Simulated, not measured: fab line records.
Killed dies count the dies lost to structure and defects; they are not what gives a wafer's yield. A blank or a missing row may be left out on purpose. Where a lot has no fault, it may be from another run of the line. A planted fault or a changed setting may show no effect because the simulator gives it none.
A lot that was struck, set against a sound lot ; flow n5 finfet ; 10 out of 1938 route steps
Sound: the wafers L505.3, L505.4, L505.6. Struck: wafers L522.2, L522.3, L522.6. The cause comes at the end.
Per side, at each step with rows, come the tool, then ch with its chambers, and then its first start. Under that, the readings that differ: sound wafers ; struck wafers ; difference of the means ; sigmas: that difference in standard deviations of wafers without a fault.
alike: readings whose means differ by less than 2 such deviations, and words and numbers that are the same on both sides. not compared: withheld readings, readings that some wafer has no value for, bounds like >300 that may hide the same value, and numbers for which the record gives no deviation and whose values overlap.
The two part at a step that has a row with sigmas, a row that says differs or no value, or rows on one side only. Numbers that have no deviation but don't overlap get no sigmas and don't part them. A reading that every wafer of one side lacks parts them only if that side has two wafers or more.

N5_START_INSPECT_01: inspects for defects (unpatterned scan).
  sound: defect inspect-01 at day 1 12:02; struck: defect inspect-02 at day 5 18:02
  alike: raw defect count
then, 2 steps without rows for these wafers: N5_ZERO_LAYER_PRECLEAN_00 (cleans in SPM, time 600 s); N5_ZERO_LAYER_SRD_01 (time 30 s, dry time 30 s).
N5_ZERO_LAYER_PECVD_02: deposits SiO2 from SiH4/N2O, target thk 10 nm, time 6 s.
  sound on pecvd-01 ch 1,2, day 1 12:17; struck on pecvd-01 ch 0,2, day 5 18:17
  alike: heater power w, showerhead plenum p Torr
then, 4 steps without rows for these wafers: N5_ZERO_LAYER_HMDS_04 (time 60 s); N5_ZERO_LAYER_COAT_05 (resist thk 1000 nm); N5_ZERO_LAYER_EBR_07; N5_ZERO_LAYER_SOFTBAKE_06 (time 90 s).
N5_ZERO_LAYER_EXPOSE_08: exposes mask ZERO, defocus 0 nm, target cd 2000 nm.
  sound on krf scanner-02 ch 0, day 1 12:37; struck on krf scanner-02 ch 0, day 5 18:36
reading;sound;struck;difference;sigmas
model.ZERO_LAYER.overlay x nm (nm);2.082 2.082 2.082;402.8 402.8 402.8;+400.7;
  alike: mask
then, 1 step without rows for these wafers: N5_ZERO_LAYER_PEB_09.

== WHERE THEY PART ==
Nowhere in this record.

WHY: whatever the simulator had introduced
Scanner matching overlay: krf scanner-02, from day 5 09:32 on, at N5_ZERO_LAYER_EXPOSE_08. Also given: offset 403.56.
